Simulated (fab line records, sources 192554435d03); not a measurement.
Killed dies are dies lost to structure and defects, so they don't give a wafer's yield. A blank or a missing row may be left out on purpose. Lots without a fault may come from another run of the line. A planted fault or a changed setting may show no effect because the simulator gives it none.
fab line records | flow n5_finfet
record lots=3 wafers=9 last_day=17
route steps=1938 shown ILD0@335 SDB@347 BEOL_M4@1111 PASSIVATION@1936
lots that met no fault: from a run of the same line without faults
start_h: hours from the record's first day to the start of the lot's first wafer shown | wait_h: hours since the lot's step before | " the same as in the row above | L1.1+2: a row that stands for several wafers | - no value, or no start given | * or withheld: withheld | < > ~ a bound
route shown NAME@n: a module of which the file shows steps, and the number in the route of the first | usual: mean/standard deviation of fault-free wafers | same: alike in all rows | chamber/n: place in a boat | sites: the reading at each site | _std_site: their standard deviation | _edge_site: outer sites' mean less inner sites' | radius_mm: how far each site lies from the wafer's centre | mask NAME#n: copy n | behind: the tool/chamber that last shaped the wafer | hold: why the lot was held/for how many hours/how that ended | device: the transistor (n, p or np) that didn't switch | end of line: the same wafers' tests at the end of the route | a step without rows: its recipe alone | killed: dies lost to structure and defects at the first sort, not the wafer's yield | map: a wafer's dies, x killed, . not, _ none there
set.NAME: the setting as run; set.NAME@STEP: as run at that earlier step | model.NAME: the simulator's own value behind a step, which no gauge read
lots at some steps of the route; a table a step, a row a wafer
services: from which hour (start_h, from the record's first day; less than 0 if before it) a tool's chamber was out of use, for how many hours, and why
## steps
# step N5_ILD0_LINER_00
# recipe material=SiNx target_thk_a=40 temp_c=400 ald_precursor_family=SiH2I2 ald_co_reactant=N2/H2-plasma pulse_time_s=1 purge_time_s=2 co_reactant_purge_time_s=2 ald_cycles=80 pressure_torr=2
# step N5_ILD0_FCVD_FILL_01
# recipe material=SiO2_flowable target_thk_a=2000 temp_c=100 pressure_torr=0.8 rf_w=2000 time_s=328.3
# step N5_ILD0_CURE_02
# recipe temp_c=450 time_s=1800 ambient=steam idle_temp_c=400 ramp_up_c_per_min=5 ramp_down_c_per_min=3 densification_p_h2o_torr=640
# step N5_ILD0_CMP_03
# recipe stop_on=SiNx t_overpolish_s=1.9 post_cmp_clean=alkaline_brush down_force_psi=4.1491 platen_rpm=51.796 pad_velocity_m_s=1.0306 target_thk_nm=197.38
# step N5_ILD0_CMP_07
# recipe stop_on=poly-Si material=SiO2_flowable t_overpolish_s=1.18 post_cmp_clean=alkaline_brush down_force_psi=4.1491 platen_rpm=51.796 pad_velocity_m_s=1.0306 target_thk_nm=138.88
# step N5_ILD0_PRECLEAN_10
# recipe chemistry=NF3:NH3 afs_cycles=5 time_s=20 temp_c=30 sublimation_temp_c=180 sublimation_time_s=60 pressure_torr=3 rf_power_w=30
# step N5_ILD0_ALD_15
# recipe material=SiNx target_thk_a=240 temp_c=400 ald_precursor_family=SiH2I2 ald_co_reactant=N2/H2-plasma pulse_time_s=1 ald_cycles=480 purge_time_s=2 co_reactant_purge_time_s=2 pressure_torr=2
# step N5_ILD0_CMP_12
# recipe stop_on=poly-Si material=SiNx t_overpolish_s=6 post_cmp_clean=alkaline_brush down_force_psi=2.5 platen_rpm=51.8 pad_velocity_m_s=1.0307 target_thk_nm=17.67
# step N5_SDB_HM_DEP_00
# recipe material=SiNx target_thk_a=400 temp_c=400 precursor=SiH4/NH3/N2 pressure_torr=1.5 rf_w=300 time_s=35.3
# usual heater_power_w=735/92 showerhead_plenum_p_Torr=5.18/0.035 throttle_valve_pct=39.6/1.4
# columns lot.wafer tool chamber start_h wait_h heater_power_w showerhead_plenum_p_Torr throttle_valve_pct model.SiNx_of_SDB_HM_DEP_00.thk_nm
L215.2 pecvd-02 1 87.60 0.0 901 5.17 39.9 39.8
L215.4 " 1 " " 887 5.17 40.2 39.8
L215.5 " 0 " " 652 5.19 41.3 40.6
L228.1 pecvd-03 0 201.12 0.0 598 5.18 39.2 39.6
L228.5 " 2 " " 720 5.21 40.7 39.8
L228.6 " 0 " " 613 5.19 39.0 40.2
L231.1 pecvd-02 2 204.16 0.0 701 5.15 37.7 39.4
L231.4 " 0 " " 727 5.19 42.1 76.6
L231.5 " 2 " " 691 5.15 37.5 40.4
# step N5_SDB_COAT_03
# recipe resist=SOC temp_c=250 time_s=60 spin_rpm=1500 resist_thk_nm=100
# step N5_SDB_COAT_04
# recipe resist=SiARC temp_c=220 time_s=60 spin_rpm=1500 resist_thk_nm=18
# step N5_SDB_COAT_05
# recipe resist=CAR-ArF spin_rpm=1500 resist_thk_nm=90
# step N5_SDB_EBR_07
# recipe solvent=PGMEA ebr_width_mm=1.5
# step N5_SDB_SOFTBAKE_06
# recipe temp_c=110 time_s=60 resist=CAR-ArF
# step N5_SDB_EXPOSE_08
# recipe mask_id=SDB na=1.35 source_shape=conventional sigma_outer=0.5 polarization=unpolarized dose_mj=49.6
# step N5_SDB_PEB_09
# recipe peb_temp_c=withheld peb_time_s=60 resist=CAR-ArF
# step N5_SDB_DEVELOP_10
# recipe develop_time_s=30 developer=TMAH resist=CAR-ArF rinse_liquid=diw dry=air_spin dev_temp_c=23
# step N5_SDB_DESCUM_16
# recipe chemistry=O2 time_s=7.9 source_power_w=50 bias_power_w=20 pressure_mtorr=20 rf_frequency_hz=2.712e+07 temp_c=40 resist=CAR-ArF o2_flow_sccm=225
# step N5_SDB_ETCH_17
# recipe chemistry=CF4 target=SiARC target_depth_a=234 mask_material=CAR-ArF time_s=39 ion_energy_ev=80 pressure_mtorr=40 source_w=545 bias_w=36 Ar_flow_sccm=100 cf4_flow_sccm=100 ends=cleared
# step N5_SDB_ETCH_18
# recipe chemistry=N2/H2 target=SOC target_depth_a=1000 overetch_a=200 mask_material=SiARC temp_c=40 time_s=150 ion_energy_ev=200 pressure_mtorr=30 source_w=840 bias_w=150 n2_flow_sccm=200 h2_flow_sccm=200
# step N5_SDB_STRIP_19
# recipe chemistry=N2/H2 temp_c=40 n2_flow_sccm=200 h2_flow_sccm=200 rf_frequency_hz=6e+07
# step N5_SDB_STRIP_21
# recipe chemistry=CF4 resist=SiARC power_w=300 bias_power_w=75 pressure_mtorr=50 cf4_flow_sccm=150 rf_frequency_hz=6e+07
# step N5_SDB_HM_OPEN_20
# recipe chemistry=CH3F/O2 target=SiNx mask_material=SOC target_depth_a=240 stop_on=poly-Si over_etch_frac=0.4 ion_energy_ev=120 pressure_mtorr=30 source_w=395 bias_w=73 Ar_flow_sccm=150 CH3F_flow_sccm=30 O2_flow_sccm=20
# usual drypump_motor_current_A=5.6/0.48 oes_ar_750_au=0.79/0.079 oes_product_au=0.64/0.062 rf_vpp_V=300/7 showerhead_plenum_p_Torr=2.03/0.074 throttle_valve_pct=16.34/0.24
# columns lot.wafer tool chamber start_h wait_h drypump_motor_current_A oes_ar_750_au oes_product_au rf_hours_counter_h rf_vpp_V showerhead_plenum_p_Torr throttle_valve_pct model.etch.depth_nm
L215.2 rie_diel-04 3 88.24 0.0 5.8 0.81 0.66 121 296 1.93 16.47 23.84
L215.4 " 1 " " 5.9 0.76 0.62 145 309 2.08 16.04 23.82
L215.5 " 0 " " 4.8 0.86 0.72 - 311 2.04 16.04 24.69
L228.1 rie_diel-06 3 201.79 0.0 6.0 0.79 0.63 129 293 2.09 16.43 23.7
L228.5 " 3 " " 6.0 0.78 0.64 - 294 2.09 16.45 23.76
L228.6 " 2 " " 4.9 0.68 0.56 - 304 1.96 16.08 24.21
L231.1 rie_diel-04 0 204.80 0.0 4.7 0.80 0.66 84 309 2.02 16.11 23.36
L231.4 " 3 " " 5.8 0.78 0.78 162 298 1.91 16.53 34.27
L231.5 " 2 " " 5.8 0.80 0.66 - 305 2.03 16.45 24.43
# step N5_SDB_STRIP_22
# recipe chemistry=N2/H2 power_w=1000 temp_c=250 h2_frac=0.65 overash_fraction=0.3 pressure_mtorr=withheld n2_flow_sccm=1750 h2_flow_sccm=3250
# step N5_SDB_PRECLEAN_23
# recipe chemistry=dHF time_s=30 temp_c=25 dilution=withheld
# step N5_SDB_DUMMY_REMOVE_24
# recipe chemistry=TMAH temp_c=70 target=poly-Si stop_on=SiO2 target_depth_nm=142 conc_wt_pct=5 time_s=57 dry=ipa_marangoni rinse_time_s=30 rinse_temp_c=23
# step N5_SDB_ETCH_25
# recipe chemistry=C4F6/O2 target=SiO2 target_depth_a=100 time_s=3.3 ion_energy_ev=250 mask_material=SiNx pressure_mtorr=30 source_w=345 bias_w=185 Ar_flow_sccm=300 C4F6_flow_sccm=10 O2_flow_sccm=10
# step N5_SDB_CUT_ETCH_26
# recipe chemistry=HBr/Cl2/O2 target=Si target_depth_a=1296 bt_time_s=20 mask_material=SiNx time_s=51.8 ion_energy_ev=* bias_w=* pressure_mtorr=10 icp_w=800 HBr_flow_sccm=150 Cl2_flow_sccm=80 O2_flow_sccm=12
# step N5_SDB_PRECLEAN_38
# recipe chemistry=dHF time_s=10 dilution=750:1 temp_c=25
# usual temp_c=25.00/0.1
# columns lot.wafer tool chamber start_h wait_h temp_c model.SiNx_of_SDB_HM_DEP_00.thk_nm
L215.2 wet_bench-01 5 88.88 0.1 24.86 22
L215.4 " 1 " " 24.97 21.4
L215.5 " 0 " " 25.07 23.4
L228.1 wet_bench-03 7 202.29 0.1 24.99 21
L228.5 " 2 " " 25.03 21.2
L228.6 " 3 " " 25.02 21.8
L231.1 wet_bench-03 1 205.30 0.1 25.08 21
L231.4 " 2 " " 24.94 57.8
L231.5 " 3 " " 25.03 21.8
# step N5_SDB_PRECLEAN_39
# recipe chemistry=O3/DIW time_s=45 temp_c=22 o3_ppm=10
# step N5_SDB_SRD_28
# recipe dry=ipa_marangoni time_s=30 temp_c=23 rinse_liquid=diw
# step N5_SDB_ALD_29
# recipe material=SiNx target_thk_a=300 temp_c=400 ald_precursor_family=SiH2I2 ald_co_reactant=N2/H2-plasma pulse_time_s=1 ald_cycles=600 purge_time_s=2 co_reactant_purge_time_s=2 pressure_torr=2
# step N5_SDB_CMP_30
# recipe stop_on=poly-Si t_overpolish_s=1.54 post_cmp_clean=alkaline_brush down_force_psi=4.1491 platen_rpm=51.796 pad_velocity_m_s=1.0306 target_thk_nm=30
# usual edge_zone_pressure_frac=1.001/0.0042 motor_current_A=12.4/1.3 time_to_endpoint_s=17.7/2.3
# columns lot.wafer tool chamber start_h wait_h edge_zone_pressure_frac motor_current_A time_to_endpoint_s
L215.4 cmp-01 3 92.40 1.4 1.002 13.4 23.7
L215.2 " 1 " " 1.000 12.5 20.6
L215.5 " 3 " " 1.008 13.2 21.3
L228.1 cmp-01 2 207.45 1.5 1.005 10.8 14.6
L228.6 " 0 " " 1.001 10.5 15.5
L228.5 " 1 " " 0.996 12.3 18.7
L231.4 cmp-01 1 209.36 1.5 1.007 12.0 27.0
L231.1 " 2 " " 1.007 11.1 14.0
L231.5 " 3 " " 1.000 12.5 15.8
# step N5_BEOL_M4_RC_MEAS_101
# usual DIBL_N=37.2/2.1 DIBL_P=37.3/2.3 IOFF_N=0.18/0.041 IOFF_P=0.24/0.042 ION_N=680/13 ION_P=466/7.7 SS_N=71.8/0.68 SS_P=73.5/0.66 VT_N=249/3.6 VT_P=-248/3.4
# columns lot.wafer tool chamber start_h wait_h DIBL_N[mV/V] DIBL_P[mV/V] IOFF_N[nA/um] IOFF_P[nA/um] ION_N[uA/um] ION_P[uA/um] SS_N[mV/dec] SS_P[mV/dec] VT_N[mV] VT_P[mV]
L215.2 prober-02 0 202.41 0.2 35.6 31.9 0.12 0.15 661 453 71.6 72.6 255 -252
L215.4 " 0 " " 34.7 31.6 0.12 0.15 659 453 71.1 72.2 252 -253
L215.5 " 0 " " 34.7 31.7 0.11 0.15 661 455 71.2 72.2 255 -254
L228.1 prober-01 0 305.27 0.0 37.9 39.1 0.20 0.27 687 473 72.3 73.9 249 -246
L228.5 " 0 " " 36.0 36.8 0.16 0.23 673 468 71.4 73.3 250 -248
L228.6 " 0 " " 35.9 37.1 0.16 0.23 677 469 70.9 73.5 249 -247
L231.1 prober-02 0 312.96 0.0 36.9 35.6 0.15 0.21 683 469 71.1 73.1 251 -250
L231.5 " 0 " " 40.1 38.5 0.21 0.25 682 470 72.7 74.0 247 -247
# step N5_PASSIVATION_PROBE_49
# usual defect_limited_yield=91.0/1.6 killed_at_M0_to_M3=35/11 killed_at_M4_up=14/5.3 killed_at_contacts=13/6.7 killed_at_front_end=41/12 killed_at_other=3.9/2.7 killed_dies=106/19 killed_on_rim=14/4 killed_open=70/14 killed_short=35/8.8 sort_bin_5_function=5.3/1 sort_bin_6_memory=3.3/0.81 sort_n_pass=1073/19 sort_yield_pct=91.0/1.6
# same gross_dies=1180 killed_at_back_side=0 sort_bin_4_leakage[%]=0 sort_bin_8_speed[%]=0
# columns lot.wafer tool chamber start_h wait_h defect_limited_yield[%] killed_at_M0_to_M3 killed_at_M4_up killed_at_contacts killed_at_front_end killed_at_other killed_dies killed_on_rim killed_open killed_short sort_bin_5_function[%] sort_bin_6_memory[%] sort_n_pass sort_yield_pct[%]
L215.2 prober-01 - 319.08 0.1 93.9 20 23 11 17 1 72 9 47 23 3.6 2.3 1108 93.9
L215.4 prober-01 - 319.18 0.2 91.5 31 20 13 34 2 100 9 58 38 4.9 3.4 1080 91.5
L215.5 prober-01 - 319.23 0.2 94.6 16 14 10 20 4 64 5 39 21 3.1 2.2 1116 94.6
L231.4 prober-01 - 413.45 0.2 0 37 21 9 1104 9 1180 152 74 29 97.0 2.8 0 0
# killed by level:class
L215.2 BEOL_M4:geometric_particle:open=10 MOL_CONTACT_COAG:geometric_particle:open=6 BEOL_M0_SAQP:geometric_particle:open=6 MOL_CONTACT_COAG:geometric_particle:short=5 BEOL_M0_SAQP:geometric_particle:short=5 FIN_SAQP:geometric_particle:open=4 BEOL_M1:geometric_particle:open=4 FIN_SAQP:geometric_particle:short=3
L215.4 BEOL_M0_SAQP:geometric_particle:open=11 MOL_CONTACT_COAG:geometric_particle:open=9 BEOL_M4:geometric_particle:open=8 STI_FIN_REVEAL:geometric_particle:open=7 FIN_SAQP:geometric_particle:short=6 BEOL_M2:geometric_particle:open=6 MOL_CONTACT_COAG:geometric_particle:short=4 STI_FIN_REVEAL:geometric_particle:short=3
L215.5 MOL_CONTACT_COAG:geometric_particle:open=6 BEOL_M4:geometric_particle:open=6 BEOL_M0_SAQP:geometric_particle:short=5 GATE_CUT:geometric_particle:open=4 MOL_CONTACT_COAG:geometric_particle:short=4 BEOL_M3:geometric_particle:open=4 FIN_SAQP:geometric_particle:short=2 STI_FIN_REVEAL:geometric_particle:short=2
L231.4 SDB:area_open=1077 BEOL_M1:geometric_particle:open=15 BEOL_M4:geometric_particle:open=13 BEOL_M2:geometric_particle:open=7 MOL_CONTACT_COAG:geometric_particle:open=6 GATE_CUT:geometric_particle:short=5 PAD_METAL:geometric_particle:open=5 FIN_SAQP:geometric_particle:open=4
# map L231.4 (x killed, . not)
_________________xxxxxxxxxxxx________________
______________xxxxxxxxxxxxxxxxxx_____________
___________xxxxxxxxxxxxxxxxxxxxxxxx__________
__________xxxxxxxxxxxxxxxxxxxxxxxxxx_________
________xxxxxxxxxxxxxxxxxxxxxxxxxxxxxx_______
_______xxxxxxxxxxxxxxxxxxxxxxxxxxxxxxxx______
______xxxxxxxxxxxxxxxxxxxxxxxxxxxxxxxxxx_____
_____xxxxxxxxxxxxxxxxxxxxxxxxxxxxxxxxxxxx____
____xxxxxxxxxxxxxxxxxxxxxxxxxxxxxxxxxxxxxx___
___xxxxxxxxxxxxxxxxxxxxxxxxxxxxxxxxxxxxxxxx__
___xxxxxxxxxxxxxxxxxxxxxxxxxxxxxxxxxxxxxxxx__
__xxxxxxxxxxxxxxxxxxxxxxxxxxxxxxxxxxxxxxxxxx_
__xxxxxxxxxxxxxxxxxxxxxxxxxxxxxxxxxxxxxxxxxx_
_xxxxxxxxxxxxxxxxxxxxxxxxxxxxxxxxxxxxxxxxxxxx
_xxxxxxxxxxxxxxxxxxxxxxxxxxxxxxxxxxxxxxxxxxxx
_xxxxxxxxxxxxxxxxxxxxxxxxxxxxxxxxxxxxxxxxxxxx
_xxxxxxxxxxxxxxxxxxxxxxxxxxxxxxxxxxxxxxxxxxxx
_xxxxxxxxxxxxxxxxxxxxxxxxxxxxxxxxxxxxxxxxxxxx
_xxxxxxxxxxxxxxxxxxxxxxxxxxxxxxxxxxxxxxxxxxxx
_xxxxxxxxxxxxxxxxxxxxxxxxxxxxxxxxxxxxxxxxxxxx
_xxxxxxxxxxxxxxxxxxxxxxxxxxxxxxxxxxxxxxxxxxxx
__xxxxxxxxxxxxxxxxxxxxxxxxxxxxxxxxxxxxxxxxxx_
__xxxxxxxxxxxxxxxxxxxxxxxxxxxxxxxxxxxxxxxxxx_
___xxxxxxxxxxxxxxxxxxxxxxxxxxxxxxxxxxxxxxxx__
___xxxxxxxxxxxxxxxxxxxxxxxxxxxxxxxxxxxxxxxx__
____xxxxxxxxxxxxxxxxxxxxxxxxxxxxxxxxxxxxxx___
_____xxxxxxxxxxxxxxxxxxxxxxxxxxxxxxxxxxxx____
______xxxxxxxxxxxxxxxxxxxxxxxxxxxxxxxxxx_____
_______xxxxxxxxxxxxxxxxxxxxxxxxxxxxxxxx______
________xxxxxxxxxxxxxxxxxxxxxxxxxxxxxx_______
__________xxxxxxxxxxxxxxxxxxxxxxxxxx_________
___________xxxxxxxxxxxxxxxxxxxxxxxx__________
______________xxxxxxxxxxxxxxxxxx_____________
_________________xxxxxxxxxxxx________________
# map L215.4 (x killed, . not)
_________________............________________
______________......x......x...._____________
___________........x...x...........__________
__________.........................._________
________................x............._______
_______..........x..x.........x........______
______...............x.........x.x.x..xx_____
_____..x...x...x........x...x............____
____......x........x.........x.........x..___
___....x..x...........x..............xx....__
___.................x........x......x......__
__.....x................x..................._
__............x.............x.x..x.........._
_...x.......x..x.............x........x......
_....x..........x..........x........x....x..x
_.x..............x.....................x.....
_.....x................x..........x..........
_..........x.................................
_...........x...xx.......x.......x...x..x....
_.......................x...x...............x
_............................................
__......x.x......xx........................._
__x.......................x........x........_
___.x.......x.........x..........x.........__
___.xx.......xxx...xx.............x....xx..__
____.......................x.....x....x...___
_____.................x..................____
______..x..............................._____
_______.............x........x.........______
________x.x......x...................._______
__________............x.....x......._________
___________.....................x..__________
______________......x..........._____________
_________________............________________
## services
# columns tool chamber start_h hours kind
rie_diel-06 0 65.14 - clean
rie_diel-06 0 65.14 - consumable_replace:focus_ring
rie_diel-06 0 65.14 - consumable_replace:showerhead
rie_diel-06 0 65.14 31.0 scheduled_down
rie_diel-06 0 65.14 31.0 vent_cycle
pecvd-02 0 68.37 2.1 scheduled_down
pecvd-02 2 70.50 2.1 scheduled_down
pecvd-02 1 72.63 2.1 scheduled_down
rie_diel-04 1 72.66 7.5 repair
cmp-01 - 80.08 0.5 repair
pecvd-02 1 93.91 5.5 scheduled_down
pecvd-02 1 104.30 5.0 scheduled_down
rie_diel-04 1 106.99 5.1 repair
cmp-01 - 117.11 0.3 repair
pecvd-03 0 125.38 3.8 repair
pecvd-02 - 127.83 1.1 repair
cmp-01 - 133.97 1.9 repair
pecvd-02 - 157.55 0.9 repair
rie_diel-04 2 158.73 9.8 repair
pecvd-03 - 168.63 2.8 repair
cmp-01 - 170.58 1.5 repair
rie_diel-06 1 194.90 14.0 repair
## key
first_sign step=N5_SDB_CMP_30 reading=time_to_endpoint_s direction=up sigmas=4 usual=* struck=*
effect step=N5_PASSIVATION_PROBE_49 reading=sort_bin_5_function direction=up sigmas=92 usual=5.3 struck=97.0
model_effect step=N5_SDB_HM_DEP_00 value=SiNx_of_SDB_HM_DEP_00.thk_nm without=39.4 struck=76.6
model_effect step=N5_SDB_HM_OPEN_20 value=etch.depth_nm without=23.43 struck=34.27
model_effect step=N5_SDB_PRECLEAN_38 value=SiNx_of_SDB_HM_DEP_00.thk_nm without=20.6 struck=57.8
more_kills_born_at N5_SDB_HM_OPEN_20@rie_diel-04=1077
met_at N5_SDB_HM_DEP_00
struck_wafers L231.4
later_rows_left_out L231.4
onset_between 87.60 204.16
fault kind=process_parameter_drift tool=pecvd-02 chamber=- onset_h=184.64 steps=N5_SDB_HM_DEP_00 channel=time_s offset=* shape=step end_h=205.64 scope=struck_wafers_only acts_in=* stated=*
# later_rows_left_out: the simulator's readings of these wafers behind a module that went badly wrong aren't trusted and aren't shown, but for the sort
